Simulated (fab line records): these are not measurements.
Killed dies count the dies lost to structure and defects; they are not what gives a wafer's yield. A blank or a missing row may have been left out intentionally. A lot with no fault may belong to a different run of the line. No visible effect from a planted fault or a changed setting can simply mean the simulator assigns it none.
Shared-tool check :: flow n5_finfet :: 24 wafers sampled across 8 lots

## REASON IT WAS OPENED
N5_BEOL_M4_RC_MEAS_101, reading VT_N_LONG: flagged on 2 of 8 lots. Wafers without a fault read 274.6 mV, standard deviation 2.1.
Rule: flag the lot when none of its wafers has a number, or when each of its wafers that has one lies beyond 4 standard deviations from that mean. The rest of the lots are taken to be sound.

lot: L113
measured: day 8 00:08
on: prober-02
VT_N_LONG (mV), wafer by wafer: 273.7 276.7 275.5
flag: 

lot: L125
measured: day 10 23:44
on: prober-01
VT_N_LONG (mV), wafer by wafer: 318.5 323.3 319.0
flag: FLAGGED

lot: L126
measured: day 11 15:20
on: prober-01
VT_N_LONG (mV), wafer by wafer: 320.5 320.9 326.2
flag: FLAGGED

lot: L131
measured: day 11 22:14
on: prober-01
VT_N_LONG (mV), wafer by wafer: 275.9 276.2 275.9
flag: 

lot: L130
measured: day 12 02:36
on: prober-01
VT_N_LONG (mV), wafer by wafer: 271.8 276.4 273.9
flag: 

lot: L133
measured: day 12 22:25
on: prober-01
VT_N_LONG (mV), wafer by wafer: 275.5 274.0 276.9
flag: 

lot: L134
measured: day 13 15:14
on: prober-02
VT_N_LONG (mV), wafer by wafer: 271.1 270.1 272.4
flag: 

lot: L136
measured: day 13 18:05
on: prober-01
VT_N_LONG (mV), wafer by wafer: 276.0 272.2 275.9
flag: 
The numbers of the flagged lots are 321.4 mV on average: +46.8 mV against the usual, or +22 standard deviations.

## TOOL THAT RAN EACH LOT
4 process steps preceding the reading are held in the record, out of 1938 steps in the route. Read each cell as the tool, then ch plus the chambers that the sampled wafers visited, then the start.
lot: L113
flag: 
N5_HKMG_FIN_NWFM_ALD_20: ald_metal-01 ch 1,2,3, day 4 03:38
N5_HKMG_FIN_ALD_71: ald_metal-01 ch 1,2,3, day 4 03:44
N5_HKMG_FIN_ETCHBACK_68: rie_metal-03 ch 0,1, day 4 04:17
N5_HKMG_FIN_STRIP_69: plasma_asher-01 ch 0,1, day 4 04:26

lot: L125
flag: FLAGGED
N5_HKMG_FIN_NWFM_ALD_20: ald_metal-01 ch 0,1,3, day 7 06:11
N5_HKMG_FIN_ALD_71: ald_metal-01 ch 0,1,3, day 7 06:17
N5_HKMG_FIN_ETCHBACK_68: rie_metal-03 ch 0, day 7 06:52
N5_HKMG_FIN_STRIP_69: plasma_asher-02 ch 1, day 7 07:00

lot: L126
flag: FLAGGED
N5_HKMG_FIN_NWFM_ALD_20: ald_metal-04 ch 0,2,3, day 7 12:28
N5_HKMG_FIN_ALD_71: ald_metal-04 ch 0,2,3, day 7 12:34
N5_HKMG_FIN_ETCHBACK_68: rie_metal-03 ch 0,1, day 7 13:10
N5_HKMG_FIN_STRIP_69: plasma_asher-02 ch 0,1, day 7 13:20

lot: L131
flag: 
N5_HKMG_FIN_NWFM_ALD_20: ald_metal-01 ch 1,2,3, day 8 16:11
N5_HKMG_FIN_ALD_71: ald_metal-01 ch 1,2,3, day 8 16:17
N5_HKMG_FIN_ETCHBACK_68: rie_metal-03 ch 0, day 8 16:50
N5_HKMG_FIN_STRIP_69: plasma_asher-01 ch 0,1, day 8 17:06

lot: L130
flag: 
N5_HKMG_FIN_NWFM_ALD_20: ald_metal-01 ch 0,1,3, day 8 10:34
N5_HKMG_FIN_ALD_71: ald_metal-01 ch 0,1,3, day 8 10:40
N5_HKMG_FIN_ETCHBACK_68: rie_metal-02 ch 0, day 8 11:19
N5_HKMG_FIN_STRIP_69: plasma_asher-02 ch 0, day 8 11:27

lot: L133
flag: 
N5_HKMG_FIN_NWFM_ALD_20: ald_metal-01 ch 1,3, day 9 04:47
N5_HKMG_FIN_ALD_71: ald_metal-01 ch 1,3, day 9 04:53
N5_HKMG_FIN_ETCHBACK_68: rie_metal-03 ch 1, day 9 05:26
N5_HKMG_FIN_STRIP_69: plasma_asher-01 ch 0,1, day 9 05:35

lot: L134
flag: 
N5_HKMG_FIN_NWFM_ALD_20: ald_metal-01 ch 0,1,3, day 9 15:25
N5_HKMG_FIN_ALD_71: ald_metal-01 ch 0,1,3, day 9 15:31
N5_HKMG_FIN_ETCHBACK_68: rie_metal-03 ch 1, day 9 16:05
N5_HKMG_FIN_STRIP_69: plasma_asher-01 ch 0,1, day 9 16:13

lot: L136
flag: 
N5_HKMG_FIN_NWFM_ALD_20: ald_metal-01 ch 0,3, day 10 04:33
N5_HKMG_FIN_ALD_71: ald_metal-01 ch 0,3, day 10 04:39
N5_HKMG_FIN_ETCHBACK_68: rie_metal-01 ch 0,1, day 10 05:13
N5_HKMG_FIN_STRIP_69: plasma_asher-02 ch 0,1, day 10 05:21
These steps, and what they do:
- N5_HKMG_FIN_NWFM_ALD_20: deposits TiAlC, target thk 2 nm, pulse time 3 s, purge time 2 s.
- N5_HKMG_FIN_ALD_71: deposits TiN, target thk 1 nm, pulse time 1 s, purge time 3 s.
- N5_HKMG_FIN_ETCHBACK_68: etches the open film in Cl2/Ar, stops on HfO2, target depth 0.5 nm.
- N5_HKMG_FIN_STRIP_69: strips in N2/H2, time 360 s.
- N5_BEOL_M4_RC_MEAS_101

## FLAGGED OVER TOTAL, TOOL BY TOOL (the gauges that took the reading come last)
step: N5_HKMG_FIN_NWFM_ALD_20
tool: ald_metal-01
lots run: 7
flagged: 1
share of the flagged lots: some
sound lots run after its first flagged lot: 5 (L130,L131,L133,L134,L136)

step: N5_HKMG_FIN_NWFM_ALD_20
tool: ald_metal-04
lots run: 1
flagged: 1
share of the flagged lots: some
sound lots run after its first flagged lot: 0

step: N5_HKMG_FIN_ALD_71
tool: ald_metal-01
lots run: 7
flagged: 1
share of the flagged lots: some
sound lots run after its first flagged lot: 5 (L130,L131,L133,L134,L136)

step: N5_HKMG_FIN_ALD_71
tool: ald_metal-04
lots run: 1
flagged: 1
share of the flagged lots: some
sound lots run after its first flagged lot: 0

step: N5_HKMG_FIN_ETCHBACK_68
tool: rie_metal-01
lots run: 1
flagged: 0
share of the flagged lots: none
sound lots run after its first flagged lot: -

step: N5_HKMG_FIN_ETCHBACK_68
tool: rie_metal-02
lots run: 1
flagged: 0
share of the flagged lots: none
sound lots run after its first flagged lot: -

step: N5_HKMG_FIN_ETCHBACK_68
tool: rie_metal-03
lots run: 6
flagged: 2
share of the flagged lots: all
sound lots run after its first flagged lot: 3 (L131,L133,L134)

step: N5_HKMG_FIN_STRIP_69
tool: plasma_asher-01
lots run: 4
flagged: 0
share of the flagged lots: none
sound lots run after its first flagged lot: -

step: N5_HKMG_FIN_STRIP_69
tool: plasma_asher-02
lots run: 4
flagged: 2
share of the flagged lots: all
sound lots run after its first flagged lot: 2 (L130,L136)

step: N5_BEOL_M4_RC_MEAS_101
tool: prober-01
lots run: 6
flagged: 2
share of the flagged lots: all
sound lots run after its first flagged lot: 4 (L131,L130,L133,L136)

step: N5_BEOL_M4_RC_MEAS_101
tool: prober-02
lots run: 2
flagged: 0
share of the flagged lots: none
sound lots run after its first flagged lot: -

## WHAT THE TABLE ALLOWS
Every flagged lot was run by 3 rows of the table: rie_metal-03 at N5_HKMG_FIN_ETCHBACK_68, plasma_asher-02 at N5_HKMG_FIN_STRIP_69 and prober-01 at N5_BEOL_M4_RC_MEAS_101.
- rie_metal-03 at N5_HKMG_FIN_ETCHBACK_68 ran 6 lots, 2 of them flagged. After the first flagged lot (L131, L133, L134), sound lots still ran on it; a lasting fault on the whole tool would not permit that.
- plasma_asher-02 at N5_HKMG_FIN_STRIP_69 ran 4 lots, 2 of them flagged. After the first flagged lot (L130, L136), sound lots still ran on it; a lasting fault on the whole tool would not permit that.
- prober-01 at N5_BEOL_M4_RC_MEAS_101 ran 6 lots, 2 of them flagged. After the first flagged lot (L131, L130, L133, L136), sound lots still ran on it; a lasting fault on the whole tool would not permit that.
None of the table's rows ran every flagged lot and, after the first, no sound lot.

## WHAT HAD BEEN PUT IN BY THE SIMULATOR
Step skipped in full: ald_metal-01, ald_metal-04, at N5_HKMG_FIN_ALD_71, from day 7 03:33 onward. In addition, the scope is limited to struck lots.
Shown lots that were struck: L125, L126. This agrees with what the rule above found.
